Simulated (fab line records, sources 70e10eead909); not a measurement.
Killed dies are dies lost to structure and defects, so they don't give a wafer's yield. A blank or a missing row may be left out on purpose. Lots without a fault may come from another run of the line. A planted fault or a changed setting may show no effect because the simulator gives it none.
fab line records | flow nand_harc
record lots=6 wafers=18 last_day=32
route steps=1302 shown A_STAIRCASE@699 END@1302
lots that met no fault: from a run of the same line without faults
start_h: hours from the record's first day to the start of the lot's first wafer shown | wait_h: hours since the lot's step before | " the same as in the row above | L1.1+2: a row that stands for several wafers | - no value, or no start given | * or withheld: withheld | < > ~ a bound
route shown NAME@n: a module of which the file shows steps, and the number in the route of the first | usual: mean/standard deviation of fault-free wafers | same: alike in all rows | chamber/n: place in a boat | sites: the reading at each site | _std_site: their standard deviation | _edge_site: outer sites' mean less inner sites' | radius_mm: how far each site lies from the wafer's centre | mask NAME#n: copy n | behind: the tool/chamber that last shaped the wafer | hold: why the lot was held/for how many hours/how that ended | device: the transistor (n, p or np) that didn't switch | end of line: the same wafers' tests at the end of the route | a step without rows: its recipe alone | killed: dies lost to structure and defects at the first sort, not the wafer's yield | map: a wafer's dies, x killed, . not, _ none there
set.NAME: the setting as run; set.NAME@STEP: as run at that earlier step | model.NAME: the simulator's own value behind a step, which no gauge read
lots at some steps of the route; a table a step, a row a wafer
services: from which hour (start_h, from the record's first day; less than 0 if before it) a tool's chamber was out of use, for how many hours, and why
## steps
# step NHARC_A_STAIRCASE_HARDBAKE_185
# recipe temp_c=120 time_s=140
# step NHARC_A_STAIRCASE_DESCUM_186
# recipe time_s=3 o2_flow_sccm=200 ar_flow_sccm=0 bias_power_w=0 chemistry=O2
# step NHARC_A_STAIRCASE_TRIM_187
# recipe time_s=211.2 o2_flow_sccm=500 ar_flow_sccm=0 bias_w=0 chemistry=O2
# usual drypump_motor_current_A=5.7/0.37 oes_product_au=0.998/0.0093 rf_vpp_V=57.7/0.87 showerhead_plenum_p_Torr=3.49/0.13 throttle_valve_pct=17.036/0.0089
# columns lot.wafer tool chamber start_h wait_h drypump_motor_current_A oes_product_au rf_hours_counter_h rf_vpp_V showerhead_plenum_p_Torr throttle_valve_pct
L434.2 rie_diel-03 2 355.01 0.1 5.9 0.980 26 57.3 3.61 17.036
L434.1 " 3 " " 5.9 0.975 23 57.6 3.35 17.034
L434.5 " 3 " " 6.0 0.990 - 58.0 3.35 17.044
L438.2 rie_diel-03 3 396.97 0.1 5.9 0.986 35 56.6 3.34 17.040
L438.5 " 0 " " 5.9 1.004 - 57.6 3.40 17.035
L438.6 " 1 " " 5.1 0.995 - 57.2 3.37 17.058
L443.3 rie_diel-13 1 447.03 0.1 5.9 0.979 26 57.2 3.44 17.048
L443.1 " 2 " " 5.1 0.996 20 58.7 3.62 17.037
L443.4 " 3 " " 5.5 0.998 20 56.9 3.55 17.043
L444.2 rie_diel-13 1 474.74 0.1 5.9 0.992 39 59.0 3.43 17.048
L444.3 " 2 " " 5.1 1.006 33 58.5 3.61 17.034
L444.5 " 0 " " 5.3 1.008 - 58.1 3.54 17.025
L455.3 rie_diel-11 0 562.81 0.2 6.2 0.990 42 58.9 3.78 17.017
L455.2 " 2 " " 6.1 0.993 40 58.5 3.44 17.037
L455.5 " 0 " " 6.2 1.003 - 57.2 3.78 17.044
L454.1 rie_diel-11 1 562.94 0.2 5.5 0.995 42 57.0 3.69 17.029
L454.6 " 3 " " 5.1 1.000 - 57.3 3.35 17.028
L454.5 " 0 " " 6.1 1.002 - 59.0 3.78 17.045
# step NHARC_A_STAIRCASE_ETCH_188
# recipe target_depth_a=1000 time_s=40.5 ion_energy_ev=400 c4f8_flow_sccm=20 o2_flow_sccm=10 ar_flow_sccm=withheld rf_w=600 bias_w=1000 chemistry=C4F8/O2
# usual oes_product_au=0.939/0.015 rf_vpp_V=895/4.9
# columns lot.wafer tool chamber start_h wait_h oes_product_au rf_hours_counter_h rf_vpp_V
L434.2 rie_diel-03 3 - - 0.930 23 889
L434.1 " 0 " " 0.955 26 893
L434.5 " 3 " " 0.916 - 889
L438.2 rie_diel-03 3 - - 0.917 35 889
L438.6 " 1 " " 0.933 - 891
L438.5 " 2 " " 0.928 - 899
L443.1 rie_diel-13 2 - - 0.971 20 899
L443.4 " 3 " " 0.964 20 896
L443.3 " 0 " " 0.948 27 898
L444.2 rie_diel-13 2 - - 0.948 33 898
L444.3 " 1 " " 0.936 40 894
L444.5 " 3 " " 0.943 - 897
L455.2 rie_diel-11 3 - - 0.933 41 889
L455.3 " 1 " " 0.921 42 902
L455.5 " 3 " " 0.917 - 891
L454.1 rie_diel-11 3 - - 0.929 41 889
L454.5 " 3 " " 0.925 - 888
L454.6 " 0 " " 0.927 - 906
# step NHARC_A_STAIRCASE_TRIM_189
# recipe time_s=211.2 o2_flow_sccm=500 ar_flow_sccm=0 bias_w=0 chemistry=O2
# step NHARC_A_STAIRCASE_ETCH_190
# recipe target_depth_a=1000 time_s=40.5 ion_energy_ev=400 c4f8_flow_sccm=20 o2_flow_sccm=10 ar_flow_sccm=withheld rf_w=600 bias_w=1000 chemistry=C4F8/O2
# usual oes_product_au=0.942/0.011 rf_vpp_V=894/4.6
# columns lot.wafer tool chamber start_h wait_h oes_product_au rf_hours_counter_h rf_vpp_V
L434.2 rie_diel-03 2 - - 0.932 26 900
L434.1 " 1 " " 0.924 29 891
L434.5 " 2 " " 0.917 - 898
L438.2 rie_diel-03 0 - - 0.946 39 890
L438.6 " 0 " " 0.948 - 893
L438.5 " 1 " " 0.939 - 890
L443.3 rie_diel-13 1 - - 0.934 26 892
L443.1 " 2 " " 0.954 20 901
L443.4 " 3 " " 0.953 20 896
L444.2 rie_diel-13 3 - - 0.953 32 896
L444.3 " 1 " " 0.937 40 893
L444.5 " 2 " " 0.954 - 898
L455.2 rie_diel-11 2 - - 0.943 41 892
L455.3 " 0 " " 0.941 43 904
L455.5 " 2 " " 0.932 - 893
L454.1 rie_diel-11 2 - - 0.922 41 894
L454.5 " 2 " " 0.930 - 893
L454.6 " 3 " " 0.932 - 888
# step NHARC_A_STAIRCASE_TRIM_191
# recipe time_s=211.2 o2_flow_sccm=500 ar_flow_sccm=0 bias_w=0 chemistry=O2
# step NHARC_A_STAIRCASE_ETCH_192
# recipe target_depth_a=1000 time_s=40.5 ion_energy_ev=400 c4f8_flow_sccm=20 o2_flow_sccm=10 ar_flow_sccm=withheld rf_w=600 bias_w=1000 chemistry=C4F8/O2
# usual oes_product_au=0.939/0.01 rf_vpp_V=895/4.9
# columns lot.wafer tool chamber start_h wait_h oes_product_au rf_hours_counter_h rf_vpp_V
L434.1 rie_diel-03 0 - - 0.944 26 892
L434.2 " 1 " " 0.935 29 892
L434.5 " 2 " " 0.942 - 898
L438.2 rie_diel-03 1 - - 0.942 44 891
L438.5 " 1 " " 0.941 - 891
L438.6 " 2 " " 0.933 - 898
L443.3 rie_diel-13 1 - - 0.942 26 894
L443.1 " 3 " " 0.965 20 898
L443.4 " 0 " " 0.958 27 898
L444.3 rie_diel-13 1 - - 0.934 40 892
L444.2 " 3 " " 0.968 32 895
L444.5 " 0 " " 0.953 - 897
L455.3 rie_diel-11 3 - - 0.935 41 889
L455.2 " 0 " " 0.940 43 905
L455.5 " 3 " " 0.933 - 889
L454.1 rie_diel-11 0 - - 0.937 43 904
L454.5 " 0 " " 0.942 - 904
L454.6 " 1 " " 0.925 - 903
# step NHARC_A_STAIRCASE_TRIM_193
# recipe time_s=211.2 o2_flow_sccm=500 ar_flow_sccm=0 bias_w=0 chemistry=O2
# step NHARC_A_STAIRCASE_ETCH_194
# recipe target_depth_a=1000 time_s=40.5 ion_energy_ev=400 c4f8_flow_sccm=20 o2_flow_sccm=10 ar_flow_sccm=withheld rf_w=600 bias_w=1000 chemistry=C4F8/O2
# step NHARC_A_STAIRCASE_TRIM_196
# recipe time_s=211.2 o2_flow_sccm=500 ar_flow_sccm=0 bias_w=0 chemistry=O2
# usual drypump_motor_current_A=5.6/0.37 oes_product_au=0.997/0.0087 rf_vpp_V=57.7/0.98 showerhead_plenum_p_Torr=3.48/0.13 throttle_valve_pct=17.036/0.0093
# columns lot.wafer tool chamber start_h wait_h drypump_motor_current_A oes_product_au rf_hours_counter_h rf_vpp_V showerhead_plenum_p_Torr throttle_valve_pct
L434.2 rie_diel-13 2 356.05 0.1 5.2 1.000 0 56.7 3.63 17.033
L434.1 " 3 " " 5.5 1.012 1 58.5 3.56 17.044
L434.5 " 1 " " 5.9 0.998 - 57.5 3.45 17.048
L438.2 rie_diel-03 3 398.00 0.1 5.9 0.982 35 56.2 3.34 17.036
L438.6 " 1 " " 5.1 1.008 - 57.3 3.37 17.029
L438.5 " 2 " " 5.8 1.004 - 58.3 3.60 17.031
L443.3 rie_diel-03 3 448.07 0.1 5.9 0.991 53 57.1 3.33 17.027
L443.1 " 0 " " 5.9 1.009 58 57.7 3.39 17.050
L443.4 " 1 " " 5.1 0.717 64 57.9 3.36 17.040
L444.3 rie_diel-03 1 475.78 0.1 5.1 0.996 3 56.6 3.36 17.032
L444.2 " 3 " " 5.9 1.001 2 57.2 3.33 17.041
L444.5 " 0 " " 5.9 0.717 - 56.9 3.39 17.041
L455.3 rie_diel-11 1 563.98 0.1 5.5 0.983 43 57.5 3.69 17.058
L455.2 " 0 " " 6.1 0.999 43 59.0 3.78 17.026
L455.5 " 1 " " 5.5 0.991 - 57.2 3.69 17.046
L454.1 rie_diel-13 3 564.13 0.2 5.5 0.995 8 57.2 3.53 17.038
L454.6 " 0 " " 5.3 1.004 - 58.4 3.53 17.046
L454.5 " 1 " " 5.9 0.991 - 58.1 3.42 17.030
# step NHARC_A_STAIRCASE_ETCH_197
# recipe target_depth_a=1000 time_s=40.5 ion_energy_ev=400 c4f8_flow_sccm=20 o2_flow_sccm=10 ar_flow_sccm=withheld rf_w=600 bias_w=1000 chemistry=C4F8/O2
# usual oes_product_au=0.950/0.017 rf_vpp_V=894/4.8
# columns lot.wafer tool chamber start_h wait_h oes_product_au rf_hours_counter_h rf_vpp_V
L434.1 rie_diel-13 0 - - 0.978 1 898
L434.2 " 1 " " 0.944 0 894
L434.5 " 3 " " 0.984 - 898
L438.2 rie_diel-03 1 - - 0.937 45 891
L438.6 " 3 " " 0.914 - 888
L438.5 " 0 " " 0.958 - 890
L443.3 rie_diel-03 0 - - 0.974 58 889
L443.4 " 1 " " 0.971 64 889
L443.1 " 3 " " 0.938 53 887
L444.2 rie_diel-03 0 - - 0.934 3 890
L444.3 " 1 " " 0.958 3 890
L444.5 " 2 " " 0.943 - 897
L455.2 rie_diel-11 0 - - 0.956 43 904
L455.3 " 2 " " 0.949 41 892
L455.5 " 0 " " 0.958 - 906
L454.1 rie_diel-13 2 - - 0.975 10 898
L454.6 " 0 " " 0.951 - 896
L454.5 " 1 " " 0.952 - 893
# step NHARC_END_SORT_01
# recipe temp_c=25
# usual killed_at_array=56/18 killed_at_other=1.4/1.5 killed_at_periphery=4/3.1 killed_dies=61/19 killed_open=3.5/1.8 killed_short=2.4/1.4
# same gross_dies=677
# columns lot.wafer tool chamber start_h wait_h killed_at_array killed_at_other killed_at_periphery killed_dies killed_open killed_short
L434.1 prober-02 0 561.38 2.5 56 0 2 58 4 2
L434.2 prober-02 0 562.19 2.8 75 0 2 77 4 5
L434.5 prober-02 0 564.61 3.7 73 0 3 76 3 3
L438.2 prober-02 0 601.75 2.8 73 2 4 79 6 3
L438.5 prober-02 0 604.10 3.6 73 4 6 83 2 2
L438.6 prober-02 0 604.88 3.9 78 3 1 82 4 2
L443.4 prober-01 0 657.12 3.4 664 1 12 677 5 3
L444.5 prober-01 0 704.19 3.6 668 0 9 677 2 1
L454.1 prober-01 0 770.38 2.5 80 7 1 88 2 2
L454.5 prober-01 0 773.55 3.7 82 1 1 84 1 2
L454.6 prober-01 0 774.35 4.0 93 4 2 99 4 1
L455.2 prober-02 0 771.46 2.8 55 2 4 61 3 1
L455.3 prober-02 0 772.26 3.1 46 2 3 51 5 1
L455.5 prober-02 0 773.86 3.7 44 2 5 51 5 3
# killed by level:class
L434.1 A_CHANNEL_HOLE_D1:chamber_film_flake=30 A_SLIT:chamber_film_flake=9 A_STAIRCASE:chamber_film_flake=5 A_CHANNEL_HOLE_D2:chamber_film_flake=4 A_M1:geometric_particle:open=2 A_CONTACT:chamber_film_flake=2 P_CONTACT:geometric_particle:short=1 A_CHANNEL_FILL_D2:geometric_particle:short=1
L434.2 A_CHANNEL_HOLE_D1:chamber_film_flake=31 A_SLIT:chamber_film_flake=19 A_CHANNEL_HOLE_D2:chamber_film_flake=8 A_CONTACT:chamber_film_flake=6 A_CHANNEL_FILL_D1:chamber_film_flake=2 P_M0:geometric_particle:open=1 P_M2:geometric_particle:short=1 A_ONON_D1:geometric_particle:short=1
L434.5 A_CHANNEL_HOLE_D1:chamber_film_flake=31 A_SLIT:chamber_film_flake=20 A_CHANNEL_HOLE_D2:chamber_film_flake=5 A_CONTACT:chamber_film_flake=5 A_STAIRCASE:chamber_film_flake=3 P_M0:chamber_film_flake=2 A_CHANNEL_FILL_D1:chamber_film_flake=2 A_DECK1_JOINT:chamber_film_flake=2
L438.2 A_CHANNEL_HOLE_D2:chamber_film_flake=31 A_CHANNEL_HOLE_D1:chamber_film_flake=26 A_STAIRCASE:chamber_film_flake=3 A_BLC:geometric_particle:open=2 A_M0:geometric_particle:open=2 A_DECK1_JOINT:chamber_film_flake=2 A_CHANNEL_FILL_D2:chamber_film_flake=2 THIN_TSV:chamber_film_flake=2
L438.5 A_CHANNEL_HOLE_D2:chamber_film_flake=31 A_CHANNEL_HOLE_D1:chamber_film_flake=30 THIN_TSV:chamber_film_flake=4 P_STI:chamber_film_flake=3 A_CHANNEL_FILL_D2:chamber_film_flake=3 P_ZERO_WELL:chamber_film_flake=2 A_WL_FILL:chamber_film_flake=2 P_CONTACT:geometric_particle:open=1
L438.6 A_CHANNEL_HOLE_D2:chamber_film_flake=35 A_CHANNEL_HOLE_D1:chamber_film_flake=30 A_CHANNEL_FILL_D2:chamber_film_flake=3 THIN_TSV:chamber_film_flake=3 A_WL_FILL:geometric_particle:open=2 A_BONDPAD:chamber_film_flake=2 P_CONTACT:geometric_particle:open=1 A_ONON_D1:geometric_particle:short=1
L443.4 A_STAIRCASE:area_trim=617 A_STAIRCASE:chamber_film_flake=19 A_CHANNEL_HOLE_D2:chamber_film_flake=13 P_CONTACT:chamber_film_flake=5 A_CHANNEL_HOLE_D1:chamber_film_flake=5 P_GATE:chamber_film_flake=2 A_CONTACT:chamber_film_flake=2 P_GATE:geometric_particle:open=1
L444.5 A_STAIRCASE:area_trim=611 A_CHANNEL_HOLE_D1:chamber_film_flake=22 A_SLIT:chamber_film_flake=14 A_CHANNEL_HOLE_D2:chamber_film_flake=12 A_CONTACT:chamber_film_flake=4 P_BONDPAD:chamber_film_flake=3 P_GATE:chamber_film_flake=2 P_CONTACT:geometric_particle:open=1
L454.1 A_CHANNEL_HOLE_D2:chamber_film_flake=27 A_SLIT:chamber_film_flake=23 A_CONTACT:chamber_film_flake=14 A_CHANNEL_HOLE_D1:chamber_film_flake=8 THIN_TSV:chamber_film_flake=7 A_BONDPAD:chamber_film_flake=2 A_CHANNEL_HOLE_D1:geometric_particle:short=1 A_CHANNEL_FILL_D1:geometric_particle:open=1
L455.2 A_SLIT:chamber_film_flake=37 A_CHANNEL_HOLE_D2:chamber_film_flake=8 P_STI:chamber_film_flake=2 A_CHANNEL_HOLE_D1:unspecified=2 A_CONTACT:chamber_film_flake=2 THIN_TSV:chamber_film_flake=2 P_M0:geometric_particle:open=1 A_CHANNEL_FILL_D1:geometric_particle:open=1
L455.3 A_SLIT:chamber_film_flake=29 A_CHANNEL_HOLE_D1:unspecified=4 A_CHANNEL_HOLE_D2:chamber_film_flake=3 A_BLC:geometric_particle:open=2 A_CONTACT:chamber_film_flake=2 THIN_TSV:chamber_film_flake=2 P_M0:geometric_particle:open=1 A_SGD_CUT:geometric_particle:open=1
L454.5 A_SLIT:chamber_film_flake=30 A_CHANNEL_HOLE_D2:chamber_film_flake=21 A_CONTACT:chamber_film_flake=13 A_CHANNEL_HOLE_D1:chamber_film_flake=9 A_DECK1_JOINT:chamber_film_flake=2 A_BONDPAD:chamber_film_flake=2 A_CHANNEL_HOLE_D1:geometric_particle:short=1 A_CHANNEL_FILL_D1:geometric_particle:open=1
L455.5 A_SLIT:chamber_film_flake=26 A_CHANNEL_HOLE_D2:chamber_film_flake=7 A_CONTACT:chamber_film_flake=4 P_CONTACT:geometric_particle:open=2 A_STAIRCASE:chamber_film_flake=2 THIN_TSV:chamber_film_flake=2 P_CONTACT:geometric_particle:short=1 P_M0:geometric_particle:open=1
L454.6 A_CHANNEL_HOLE_D2:chamber_film_flake=28 A_SLIT:chamber_film_flake=27 A_CONTACT:chamber_film_flake=20 A_CHANNEL_HOLE_D1:chamber_film_flake=10 A_STAIRCASE:chamber_film_flake=3 THIN_TSV:chamber_film_flake=3 P_GATE:geometric_particle:open=1 A_CHANNEL_FILL_D1:geometric_particle:open=1
# map L443.4 (x killed, . not)
____________x____________
_________xxxxxxx_________
_______xxxxxxxxxxx_______
______xxxxxxxxxxxxx______
_____xxxxxxxxxxxxxxx_____
____xxxxxxxxxxxxxxxxx____
____xxxxxxxxxxxxxxxxx____
___xxxxxxxxxxxxxxxxxxx___
___xxxxxxxxxxxxxxxxxxx___
__xxxxxxxxxxxxxxxxxxxxx__
__xxxxxxxxxxxxxxxxxxxxx__
_xxxxxxxxxxxxxxxxxxxxxxx_
_xxxxxxxxxxxxxxxxxxxxxxx_
_xxxxxxxxxxxxxxxxxxxxxxx_
_xxxxxxxxxxxxxxxxxxxxxxx_
_xxxxxxxxxxxxxxxxxxxxxxx_
xxxxxxxxxxxxxxxxxxxxxxxxx
xxxxxxxxxxxxxxxxxxxxxxxxx
xxxxxxxxxxxxxxxxxxxxxxxxx
xxxxxxxxxxxxxxxxxxxxxxxxx
xxxxxxxxxxxxxxxxxxxxxxxxx
_xxxxxxxxxxxxxxxxxxxxxxx_
_xxxxxxxxxxxxxxxxxxxxxxx_
_xxxxxxxxxxxxxxxxxxxxxxx_
_xxxxxxxxxxxxxxxxxxxxxxx_
_xxxxxxxxxxxxxxxxxxxxxxx_
__xxxxxxxxxxxxxxxxxxxxx__
__xxxxxxxxxxxxxxxxxxxxx__
___xxxxxxxxxxxxxxxxxxx___
___xxxxxxxxxxxxxxxxxxx___
____xxxxxxxxxxxxxxxxx____
____xxxxxxxxxxxxxxxxx____
_____xxxxxxxxxxxxxxx_____
______xxxxxxxxxxxxx______
_______xxxxxxxxxxx_______
_________xxxxxxx_________
____________x____________
# map L444.5 (x killed, . not)
____________x____________
_________xxxxxxx_________
_______xxxxxxxxxxx_______
______xxxxxxxxxxxxx______
_____xxxxxxxxxxxxxxx_____
____xxxxxxxxxxxxxxxxx____
____xxxxxxxxxxxxxxxxx____
___xxxxxxxxxxxxxxxxxxx___
___xxxxxxxxxxxxxxxxxxx___
__xxxxxxxxxxxxxxxxxxxxx__
__xxxxxxxxxxxxxxxxxxxxx__
_xxxxxxxxxxxxxxxxxxxxxxx_
_xxxxxxxxxxxxxxxxxxxxxxx_
_xxxxxxxxxxxxxxxxxxxxxxx_
_xxxxxxxxxxxxxxxxxxxxxxx_
_xxxxxxxxxxxxxxxxxxxxxxx_
xxxxxxxxxxxxxxxxxxxxxxxxx
xxxxxxxxxxxxxxxxxxxxxxxxx
xxxxxxxxxxxxxxxxxxxxxxxxx
xxxxxxxxxxxxxxxxxxxxxxxxx
xxxxxxxxxxxxxxxxxxxxxxxxx
_xxxxxxxxxxxxxxxxxxxxxxx_
_xxxxxxxxxxxxxxxxxxxxxxx_
_xxxxxxxxxxxxxxxxxxxxxxx_
_xxxxxxxxxxxxxxxxxxxxxxx_
_xxxxxxxxxxxxxxxxxxxxxxx_
__xxxxxxxxxxxxxxxxxxxxx__
__xxxxxxxxxxxxxxxxxxxxx__
___xxxxxxxxxxxxxxxxxxx___
___xxxxxxxxxxxxxxxxxxx___
____xxxxxxxxxxxxxxxxx____
____xxxxxxxxxxxxxxxxx____
_____xxxxxxxxxxxxxxx_____
______xxxxxxxxxxxxx______
_______xxxxxxxxxxx_______
_________xxxxxxx_________
____________x____________
## services
# columns tool chamber start_h hours kind
rie_diel-03 0 339.84 - clean
rie_diel-03 1 339.84 - clean
rie_diel-03 2 339.84 - clean
rie_diel-03 3 339.84 - clean
rie_diel-13 - 343.85 9.0 pm
rie_diel-13 3 356.68 15.5 repair
rie_diel-03 0 364.34 - clean
rie_diel-03 1 364.34 - clean
rie_diel-03 2 364.34 - clean
rie_diel-03 3 364.34 - clean
rie_diel-13 2 374.87 1.9 repair
rie_diel-11 - 382.15 0.2 repair
rie_diel-03 3 387.53 3.3 repair
rie_diel-03 0 392.21 - clean
rie_diel-03 1 392.21 - clean
rie_diel-13 2 423.78 9.2 repair
rie_diel-11 1 423.84 6.5 repair
rie_diel-11 - 434.04 9.0 pm
rie_diel-13 0 448.17 6.2 repair
rie_diel-03 - 458.39 9.0 pm
rie_diel-13 3 475.75 22.2 repair
rie_diel-03 0 481.35 3.6 repair
rie_diel-13 - 520.91 9.0 pm
rie_diel-13 - 530.61 0.6 repair
## key
first_sign step=NHARC_A_STAIRCASE_TRIM_196 reading=oes_product_au direction=down sigmas=32 usual=0.997 struck=0.717
effect step=NHARC_END_SORT_01 reading=killed_at_array direction=up sigmas=33 usual=56 struck=666
more_kills_born_at NHARC_A_STAIRCASE_TRIM_196@rie_diel-03=1228
met_at NHARC_A_STAIRCASE_TRIM_196
struck_wafers L443.4,L444.5
later_rows_left_out L443.4,L444.5
tester_left_out L443,L444
onset_between 398.00 448.07
fault kind=process_parameter_drift tool=rie_diel-03 chamber=- onset_h=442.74 steps=NHARC_A_STAIRCASE_TRIM_196 channel=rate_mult offset=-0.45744 shape=step end_h=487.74 scope=struck_wafers_only
# tester_left_out: of these lots the tester's yield and bins aren't shown, on N5 and GAA mostly nor the transistor test; their killed dies are dies lost to structure and defects alone, not to doping, threshold or leakage, so they don't give the yield
# later_rows_left_out: the simulator's readings of these wafers behind a module that went badly wrong aren't trusted and aren't shown, but for the sort
